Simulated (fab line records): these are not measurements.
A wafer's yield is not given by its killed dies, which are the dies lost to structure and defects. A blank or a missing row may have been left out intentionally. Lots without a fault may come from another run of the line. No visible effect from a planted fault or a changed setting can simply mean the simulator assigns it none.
3 desks looking at one fault || flow nand-harc || each desk holds nothing but its own numbers, with what lay behind them at the end

THE TOOL OWNER'S DESK: cmp-04
The tool's own readings at NHARC_A_BONDPAD_CMP_19 (polishes, t overpolish 30 s, cu recess touch 16 s, target thk 169.8 nm): means of the sampled wafers that have a number, for each lot that ran on this tool. Marked OUT: a lot whose mean sits more than 4 standard deviations from the usual mean, which makes it out of limits; the brackets give that distance.
Columns: A = edge-zone-pressure-frac at NHARC_A_BONDPAD_CMP_19, usual 0.999; B = motor-current-A at NHARC_A_BONDPAD_CMP_19, usual 12.1 A; C = overpolish-run-s at NHARC_A_BONDPAD_CMP_19, usual 30.000 s
{"lot": "L791", "first seen here": "day 19 08:25", "A": 1.000, "B": 13.6, "C": 30.010}
{"lot": "L789", "first seen here": "day 19 18:22", "A": 1.004, "B": 13.7, "C": 29.992}
{"lot": "L806", "first seen here": "day 23 18:23", "A": 1.002, "B": 13.5, "C": 29.998}
This desk's finding: nothing out of limits on any of the 3 lots.

METROLOGY DESK
What the gauges read, lot by lot, whatever tool the lot ran on: means of the sampled wafers that have a number. Marked OUT: a lot whose mean sits more than 4 standard deviations from the usual mean, which makes it out of limits; the brackets give that distance.
Columns: A = thk-nm at NHARC_A_BONDPAD_THK_MEAS_20, usual 169.5 nm
{"lot": "L791", "first seen here": "day 19 08:46", "A": 168.2}
{"lot": "L792", "first seen here": "day 19 12:34", "A": 169.6}
{"lot": "L789", "first seen here": "day 19 18:41", "A": 169.0}
{"lot": "L793", "first seen here": "day 20 06:27", "A": 170.5}
{"lot": "L794", "first seen here": "day 20 08:23", "A": 169.2}
{"lot": "L798", "first seen here": "day 21 10:27", "A": 170.1}
{"lot": "L800", "first seen here": "day 22 11:28", "A": "399.0 (+99 or more) OUT"}
{"lot": "L805", "first seen here": "day 23 10:50", "A": 169.5}
{"lot": "L806", "first seen here": "day 23 18:40", "A": 170.4}
{"lot": "L808", "first seen here": "day 23 20:37", "A": 168.2}
This desk's verdict: out of limits on L800, starting with L800 at day 22 11:28 (thk-nm at NHARC_A_BONDPAD_THK_MEAS_20). Within limits: L791, L792, L789, L793, L794, L798, L805, L806, L808.

THE DEFECT DESK
What the inspections along the route counted, lot by lot: means of the sampled wafers that have a number. Marked OUT: a lot whose mean sits more than 4 standard deviations from the usual mean, which makes it out of limits; the brackets give that distance.
Columns: A = raw-defect-count at NHARC_A_BONDPAD_INSPECT_23, usual 492
{"lot": "L791", "first seen here": "day 19 08:58", "A": 372}
{"lot": "L792", "first seen here": "day 19 12:46", "A": 1003}
{"lot": "L789", "first seen here": "day 19 18:53", "A": 473}
{"lot": "L793", "first seen here": "day 20 06:39", "A": 465}
{"lot": "L794", "first seen here": "day 20 08:35", "A": 387}
{"lot": "L798", "first seen here": "day 21 10:39", "A": 693}
{"lot": "L800", "first seen here": "day 22 11:42", "A": "3230 (+15) OUT"}
{"lot": "L805", "first seen here": "day 23 11:04", "A": 394}
{"lot": "L806", "first seen here": "day 23 18:53", "A": 688}
{"lot": "L808", "first seen here": "day 23 20:49", "A": 344}
This desk's verdict: out of limits on L800, starting with L800 at day 22 11:42 (raw-defect-count at NHARC_A_BONDPAD_INSPECT_23). Within limits: L791, L792, L789, L793, L794, L798, L805, L806, L808.

ALL TOGETHER
L800 would have let the metrology desk raise an alarm at day 22 11:28.
The defect desk could have raised an alarm at day 22 11:42, on L800.
The tool owner's desk saw nothing out of limits.
The tool owner's desk has no number on record for L800.
The lots listed all ran NHARC_A_BONDPAD_CMP_19 on cmp-04.

WHAT HAD BEEN PUT IN BY THE SIMULATOR
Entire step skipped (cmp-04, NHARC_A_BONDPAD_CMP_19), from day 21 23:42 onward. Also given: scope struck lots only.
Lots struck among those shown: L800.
Hours from the fault's start to each desk's first reading out of limits: the metrology desk, 12; the defect desk, 12.
